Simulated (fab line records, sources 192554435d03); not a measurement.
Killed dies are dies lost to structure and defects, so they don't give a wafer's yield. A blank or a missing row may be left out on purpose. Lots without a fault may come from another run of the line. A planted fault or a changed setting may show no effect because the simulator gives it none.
A struck lot beside a sound one | flow n5_finfet | 39 steps out of a route of 1938
Sound: wafers L513.1, L513.3, L513.4. Struck: wafers L532.4, L532.5, L532.6. The cause comes at the end.
At each step with rows: each side's tool, then ch and its chambers, then its first start. Under that, the readings that differ: sound wafers | struck wafers | difference of the means | sigmas: that difference in standard deviations of wafers without a fault.
alike: readings whose means differ by less than 2 such deviations, and words and numbers that are the same on both sides. not compared: withheld readings, readings that some wafer has no value for, bounds like >300 that may hide the same value, and numbers for which the record gives no deviation and whose values overlap.
The two part at a step that has a row with sigmas, a row that says differs or no value, or rows on one side only. Numbers that don't overlap but have no deviation are shown without sigmas and don't part them. A reading that every wafer of one side lacks parts them only if that side has two wafers or more.

first, 11 steps without rows for these wafers: N5_PMOS_HMC_CHANNEL_EPI_STRIP_17 (strips in SPM, time 750 s); N5_PMOS_HMC_CHANNEL_EPI_ETCH_38 (etches SiO2 in CF4, target depth 1.5 nm); N5_PMOS_HMC_CHANNEL_EPI_FIN_RECESS_16 (chemistry HBr/Cl2, target Si, target depth 54 nm, time 18 s); N5_PMOS_HMC_CHANNEL_EPI_PRECLEAN_36 (cleans in O3/DIW, time 45 s); N5_PMOS_HMC_CHANNEL_EPI_PRECLEAN_18 (cleans in DHF, time 30 s); N5_PMOS_HMC_CHANNEL_EPI_SRD_19 (time 30 s); N5_PMOS_HMC_CHANNEL_EPI_EPI_20 (deposits SiGe30, target thk 59 nm); N5_PMOS_HMC_CHANNEL_EPI_HM_STRIP_35 (strips SiO2 in dHF, material SiO2, target depth 39.6 nm, time 216 s); N5_PMOS_HMC_CHANNEL_EPI_SRD_39 (time 30 s); N5_PMOS_HMC_CHANNEL_EPI_CMP_21 (polishes SiGe30, target thk 54 nm); N5_PMOS_HMC_CHANNEL_EPI_PRECLEAN_40 (cleans in DHF, time 30 s).
N5_PMOS_HMC_CHANNEL_EPI_PRECLEAN_37: cleans in O3/DIW, time 45 s.
  sound on wet_bench-01 ch 1,4,5, day 2 02:19; struck on wet_bench-01 ch 1,5,6, day 6 20:01
  alike: bath_heat_duty_pct, temp_c
then, 3 steps without rows for these wafers: N5_PMOS_HMC_CHANNEL_EPI_PRECLEAN_24 (cleans in DHF, time 30 s); N5_PMOS_HMC_CHANNEL_EPI_SRD_25 (time 30 s); N5_PMOS_HMC_CHANNEL_EPI_EPI_26 (deposits Si from SiH4/H2, target thk 3.8 nm, time 22.7 s).
N5_PMOS_HMC_CHANNEL_EPI_INSPECT_30: inspects for defects (darkfield).
  sound on defect_inspect-01, day 2 02:45; struck on defect_inspect-01, day 6 20:27
  reading          | sound   | struck      | difference | sigmas
  raw_defect_count | 19 9 11 | 875 949 908 | +898       | +99 or more
then, 19 steps without rows for these wafers: N5_FIN_SAQP_PRECLEAN_42 (cleans in O3/DIW, time 60 s); N5_FIN_SAQP_PRECLEAN_00 (cleans in SC1, time 60 s); N5_FIN_SAQP_PRECLEAN_44 (cleans in SC2, time 45 s); N5_FIN_SAQP_SRD_01 (time 30 s); N5_FIN_SAQP_ALD_61 (deposits SiO2, target thk 4 nm, pulse time 1 s, purge time 2 s); N5_FIN_SAQP_DENSIFY_62 (time 60 s); N5_FIN_SAQP_HM_DEP_03 (deposits SiNx from SiH4/NH3/N2, target thk 38 nm, time 33.6 s); N5_FIN_SAQP_PECVD_47 (deposits a-Si from SiH4/He, target thk 45 nm, time 36.3 s); N5_FIN_SAQP_PECVD_48 (deposits SiNx from SiH4/NH3/N2, target thk 25 nm, time 22.1 s); N5_FIN_SAQP_PECVD_06 (deposits a-Si from SiH4/He, target thk 60 nm, time 48.1 s); N5_FIN_SAQP_HM_DEP_72 (deposits SiO2 from SiH4/N2O, target thk 12 nm, time 7.2 s); N5_FIN_SAQP_COAT_49 (time 60 s, resist thk 100 nm); N5_FIN_SAQP_COAT_50 (time 60 s, resist thk 35 nm); N5_FIN_SAQP_COAT_10 (resist thk 90 nm); N5_FIN_SAQP_EBR_12; N5_FIN_SAQP_SOFTBAKE_11 (time 60 s); N5_FIN_SAQP_EXPOSE_13 (exposes mask FIN CORE, target cd 35.6 nm); N5_FIN_SAQP_PEB_14 (peb time 60 s); N5_FIN_SAQP_DEVELOP_15 (develop time 30 s).
N5_FIN_SAQP_INSPECT_18: inspects for defects (brightfield).
  sound on defect_inspect-01, day 2 05:20; struck on defect_inspect-01, day 6 21:50
  reading          | sound       | struck         | difference | sigmas
  raw_defect_count | 585 419 459 | 1147 1269 1258 | +737       | +6
N5_FIN_SAQP_INSPECT_40: inspects for defects (brightfield).
  sound on defect_inspect-02, day 2 09:53; struck on defect_inspect-02, day 7 04:24
  reading          | sound       | struck         | difference | sigmas
  raw_defect_count | 189 233 217 | 1156 1219 1160 | +965       | +15
N5_FIN_CUT_INSPECT_10: inspects for defects (brightfield).
  sound on defect_inspect-02, day 2 10:17; struck on defect_inspect-02, day 7 04:47
  reading          | sound    | struck      | difference | sigmas
  raw_defect_count | 39 32 43 | 892 956 948 | +894       | +81
-- the record jumps here: 10 days lie between the struck wafers' starts before and after (it left off in module FIN_CUT and takes up again in module PASSIVATION, whose first step shown is number 1936 of the route) --
N5_PASSIVATION_PROBE_49:
  the record has rows for the struck wafers here (prober-02, day 17 16:37) and none for the sound ones

WHERE THEY PART
First at N5_PMOS_HMC_CHANNEL_EPI_INSPECT_30; last, within this record, at N5_PASSIVATION_PROBE_49.

WHY: what the simulator had put in
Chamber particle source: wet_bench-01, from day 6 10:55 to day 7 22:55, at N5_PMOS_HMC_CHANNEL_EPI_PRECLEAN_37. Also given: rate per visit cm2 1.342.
